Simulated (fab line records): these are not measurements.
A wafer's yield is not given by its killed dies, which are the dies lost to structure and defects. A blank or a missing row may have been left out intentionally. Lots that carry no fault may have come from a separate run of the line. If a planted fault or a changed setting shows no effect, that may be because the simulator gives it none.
What tool caused it?	flow nand harc	Sampling: 12 lots, 36 wafers, 4 of 1302 route steps

WHAT THE GAUGES READ, wafer by wafer
NHARC_A_ONON_D1_THK_MEAS_02: measures by ellipsometry.
lot	measured	on	thk nm (nm)
L075	day 7 19:00	film metro-02	1001 1000 998
L076	day 8 23:13	film metro-01	1007 1005 1007
L079	day 9 20:22	film metro-01	1017 1016 1018
L081	day 10 20:06	film metro-02	1000 999 1000
L083	day 11 12:23	film metro-02	995 996 995
L085	day 12 06:45	film metro-02	1004 1004 1006
L087	day 13 02:10	film metro-01	997 998 998
L089	day 14 06:07	film metro-01	1011 1011 1013
L091	day 14 19:41	film metro-02	986 988 986
L093	day 15 14:59	film metro-01	1005 1005 1005
L095	day 16 20:32	film metro-01	1008 1008 1008
L097	day 17 00:25	film metro-01	1003 1003 1003

WHAT TOOL EACH LOT RAN ON (gives the tool, then ch and the chambers of the sampled wafers, and finally the start)
lot	NHARC_P_BONDPAD_DEGAS_25	NHARC_P_BONDPAD_ANNEAL_28	NHARC_A_ZERO_WELL_DESCUM_12
L075	pvd sputter-01, day 6 19:37	rtp anneal-01 ch 0, day 6 20:22	rie diel-04 ch 0,1,2, day 6 22:41
L076	pvd sputter-01, day 7 22:42	rtp anneal-01 ch 0, day 7 23:26	rie diel-04 ch 0,1,3, day 8 01:47
L079	pvd sputter-01, day 8 19:10	rtp anneal-02 ch 0, day 8 20:00	rie diel-04 ch 2,3, day 8 22:14
L081	pvd sputter-02, day 9 18:43	rtp anneal-02 ch 0, day 9 19:32	rie diel-10 ch 0,1, day 9 21:47
L083	pvd sputter-03, day 10 08:42	rtp anneal-01 ch 0, day 10 09:28	rie diel-04 ch 0,3, day 10 11:49
L085	pvd sputter-02, day 11 03:45	rtp anneal-02 ch 0, day 11 04:37	rie diel-04 ch 0,1,2, day 11 06:54
L087	pvd sputter-02, day 12 01:56	rtp anneal-01 ch 0, day 12 02:44	rie diel-04 ch 0,1, day 12 04:55
L089	pvd sputter-03, day 13 03:02	rtp anneal-02 ch 0, day 13 03:57	rie diel-10 ch 1,2,3, day 13 06:08
L091	pvd sputter-01, day 13 19:10	rtp anneal-02 ch 0, day 13 19:58	rie diel-10 ch 0,2,3, day 13 22:22
L093	pvd sputter-01, day 14 13:32	rtp anneal-01 ch 0, day 14 14:16	rie diel-13 ch 1,2, day 14 16:38
L095	pvd sputter-03, day 15 18:47	rtp anneal-02 ch 0, day 15 19:37	rie diel-13 ch 1,2, day 15 21:44
L097	pvd sputter-02, day 16 01:55	rtp anneal-02 ch 0, day 16 02:43	rie diel-04 ch 0,3, day 16 05:01
- NHARC_P_BONDPAD_DEGAS_25: time 60 s.
- NHARC_P_BONDPAD_ANNEAL_28: time 90 s.
- NHARC_A_ZERO_WELL_DESCUM_12: chemistry O2, time 3 s.

THE ANSWER, worked out from the rows above alone
Rule: usual is defined by the lots themselves. Put in order of their means at a reading, lots are off if they are a third of the lots or fewer, leave a main group of 4 or more, and stand apart from it by a gap of 3 or more times the standard deviation of the main group's means; of several such gaps the widest counts. The tables above print the reading to a certain number of digits; a main group whose means all agree to those digits is not used. Also off: a lot with no number at a reading for which 4 or more lots have one. All remaining lots with rows at the step are treated as sound.
None of the lots is off at any reading shown; this tells nothing.

WHAT HAD BEEN PUT IN BY THE SIMULATOR
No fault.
